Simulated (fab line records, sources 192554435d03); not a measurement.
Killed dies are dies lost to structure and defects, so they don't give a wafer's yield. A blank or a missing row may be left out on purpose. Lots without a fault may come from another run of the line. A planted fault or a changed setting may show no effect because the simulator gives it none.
Problem report in the 8D (eight disciplines) form, filled by code | flow n5_finfet | the parts of the form that need people (team, actions taken, sign-off) are left out

1. THE PROBLEM
rf_fwd_power_W at N5_MOL_CONTACT_COAG_ETCH_47 reads a mean of 480.1 W on 6 wafers of 2 lots; wafers without a fault read 386.1 W with a standard deviation of 1.7. That is +55 standard deviations from the usual mean.
The step: etches SiNx in CH3F/O2, stops on W, target depth 27 nm.
First seen on wafer L888.4, day 9 03:46, on rie_diel-06. The record holds 18 wafers of 6 lots with a number at this step. Rule for "out", or "out of limits": more than 4 standard deviations from the usual mean. The other wafers with a number count as sound.

2. WHAT IT IS AND WHAT IT IS NOT
question                    | is                       | is not
which readings at this step | rf_fwd_power_W, rf_vpp_V | drypump_motor_current_A, mfc_ar_sccm, showerhead_plenum_p_Torr, throttle_valve_pct
which lots                  | L888, L889               | L874, L877, L880, L881
which wafers of those lots  | all that have a number   | -
read on which tools         | rie_diel-06              | rie_diel-01, rie_diel-05
when                        | from day 9 03:46         | up to then (12 sound wafers)

3. SUSPECTS, AND WHAT RULES EACH OUT
Counting: a tool at a process step up to the reading stays a suspect if it ran every lot that is out and no sound lot after the first of them.
- rie_diel-06 at N5_MOL_CONTACT_COAG_DESCUM_88 (chemistry O2, time 7 s): kept. It ran every lot that is out, first L888 (day 9 02:44), and no sound lot after that; its last sound lot up to then is L881 (day 7 09:49).
- rie_diel-06 at N5_MOL_CONTACT_COAG_ETCH_89 (etches underlayer in N2/H2, target depth 13 nm, time 10.4 s): kept. It ran every lot that is out, first L888 (day 9 02:47), and no sound lot after that; its last sound lot up to then is L881 (day 7 09:51).
- rie_diel-06 at N5_MOL_CONTACT_COAG_VIA_ETCH_46 (etches SiO2 in C4F6/O2, target depth 46 nm, overetch 9.2 nm, time 40 s): kept. It ran every lot that is out, first L888 (day 9 03:39), and no sound lot after that; its last sound lot up to then is L880 (day 7 07:54).
- rie_diel-06 at N5_MOL_CONTACT_COAG_ETCH_47 (etches SiNx in CH3F/O2, stops on W, target depth 27 nm): kept. It ran every lot that is out, first L888 (day 9 03:46), and no sound lot after that; its last sound lot up to then is L880 (day 7 08:01). Its own readings are out on those wafers: rf_fwd_power_W, rf_vpp_V.
Left after counting: rie_diel-06 at N5_MOL_CONTACT_COAG_DESCUM_88, rie_diel-06 at N5_MOL_CONTACT_COAG_ETCH_89, rie_diel-06 at N5_MOL_CONTACT_COAG_VIA_ETCH_46, rie_diel-06 at N5_MOL_CONTACT_COAG_ETCH_47.

4. THE CAUSE (what the simulator had put in)
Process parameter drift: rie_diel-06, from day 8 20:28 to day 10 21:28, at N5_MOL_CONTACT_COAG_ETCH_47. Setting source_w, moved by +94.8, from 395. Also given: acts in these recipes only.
Counting left 4 suspects, and this tool is among them.

5. THE CHAIN OF EFFECTS, in route order
Each row: a reading whose mean over the struck wafers that have a number lies more than 3 standard deviations from the usual. Only readings for which the record gives a usual standard deviation are gone through. hours: the time from each lot's start at the first step in this table that gives one to its start at this step, as a median over the lots. sigmas: the change in usual standard deviations.
hours | step                        | reading           | usual     | on struck wafers | change | sigmas
0     | N5_MOL_CONTACT_COAG_ETCH_47 | etch_rf_on_time_s | 31.5 s    | 29.0             | -2.5   | -3.8
0     | N5_MOL_CONTACT_COAG_ETCH_47 | oes_f_703_au      | 0.78 a.u. | 1.07             | +0.29  | +4.0
0     | N5_MOL_CONTACT_COAG_ETCH_47 | oes_o_777_au      | 0.78 a.u. | 1.00             | +0.22  | +3.2
0     | N5_MOL_CONTACT_COAG_ETCH_47 | rf_fwd_power_W    | 386.1 W   | 480.1            | +94.0  | +55
0     | N5_MOL_CONTACT_COAG_ETCH_47 | rf_vpp_V          | 295 V     | 267              | -28    | -5.4
The process steps in it:
- N5_MOL_CONTACT_COAG_ETCH_47: etches SiNx in CH3F/O2, stops on W, target depth 27 nm.
Later measuring or inspecting steps at which every struck wafer that the step has a row for has a number for every such reading, and none has moved that far: N5_BEOL_M4_RC_MEAS_101.

6. WHAT WOULD HAVE CAUGHT IT SOONER
In this record the first reading out of limits was taken at day 9 03:46, 7 hours after the fault began at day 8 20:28.
